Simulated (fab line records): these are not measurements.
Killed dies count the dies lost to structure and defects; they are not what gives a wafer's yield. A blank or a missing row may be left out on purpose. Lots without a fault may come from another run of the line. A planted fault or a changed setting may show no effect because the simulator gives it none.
Code-filled problem report in 8D (eight disciplines) form ; flow nand_harc ; the parts of the form that need people (team, actions taken, sign-off) are left out

== 1. THE ISSUE ==
At NHARC_A_ONON_D1_THK_MEAS_11, thk_nm averages 313 nm over 9 wafers from 3 lots, while fault-free wafers read 1000 nm, standard deviation 6.2. So: -99 or more standard deviations from the usual mean.
The step: measures by ellipsometry.
First seen on wafer L990.1, day 9 06:42, on film_metro-02. Wafers with a number at this step in the record: 42, from 14 lots. Rule for "out", or "out of limits": more than 4 standard deviations from the usual mean. The rest of the wafers with a number are treated as sound.

== 2. WHAT IT IS; WHAT IT IS NOT ==
question;is;is not
which readings at this step;thk_nm;-
which lots;L990, L991, L993;L101, L102, L103, L105, L106, L983, L984, L985, L986, L987, L988
which wafers of those lots;all that have a number;-
read on which gauges;film_metro-01, film_metro-02;-
when;from day 9 06:42;"up to then (15 sound wafers); but 18 sound wafers of L101, L102, L103, L105, L106, L988 came after"

== 3. SUSPECTS, AND WHAT RULES EACH OUT ==
Counting: any tool at a process step up to the reading is kept as a suspect provided that every lot that is out went through it and no sound lot did after the first of them.
- the gauge at NHARC_A_ONON_D1_THK_MEAS_11 has been ruled out. 2 gauges (film_metro-01, film_metro-02) read the wafers that are out.
- rie_diel-02 at NHARC_P_BONDPAD_DESCUM_11 (chemistry O2, time 3 s): ruled out as a lasting fault. Following L990 (day 8 00:02), the first lot on it that is out, the sound lots L988, L103, L102, L101, L105 were run on it.
- pecvd_onon-02 at NHARC_A_ONON_D1_DEP_09 (target thk 1000 nm): ruled out as a lasting fault. Following L990 (day 9 06:11), the first lot on it that is out, the sound lots L103, L105 were run on it.
Left after counting: nothing in the record.

== 4. THE CAUSE (what the simulator had put in) ==
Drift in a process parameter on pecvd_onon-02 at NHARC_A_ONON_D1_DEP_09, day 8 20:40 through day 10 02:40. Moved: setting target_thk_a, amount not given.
It was ruled out by counting, in error; the rule expects a fault to strike all lots run on its tool from its start on, and this fault did not.

== 5. THE CHAIN OF EFFECTS, in route order ==
One row per reading whose mean, taken over the struck wafers that have a number, lies over 3 standard deviations from the usual. Only readings whose record carries a usual standard deviation are examined. hours: median over the lots of the time between each lot's start at the first step of this table that gives one and its start at this step. sigmas: the change, counted in usual standard deviations.
hours;step;reading;usual;on struck wafers;change;sigmas
0;NHARC_A_ONON_D1_THK_MEAS_11;thk_nm;1000 nm;313;-687;-99 or more
289;NHARC_END_SORT_01;killed_at_array;25;674;+649;+68
289;NHARC_END_SORT_01;killed_dies;29;677;+648;+65

== 6. WHAT WOULD HAVE CAUGHT IT SOONER ==
The first out-of-limits reading at a measuring or inspecting step in this record came at day 9 06:42, 10 hours after the fault's start at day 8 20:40.
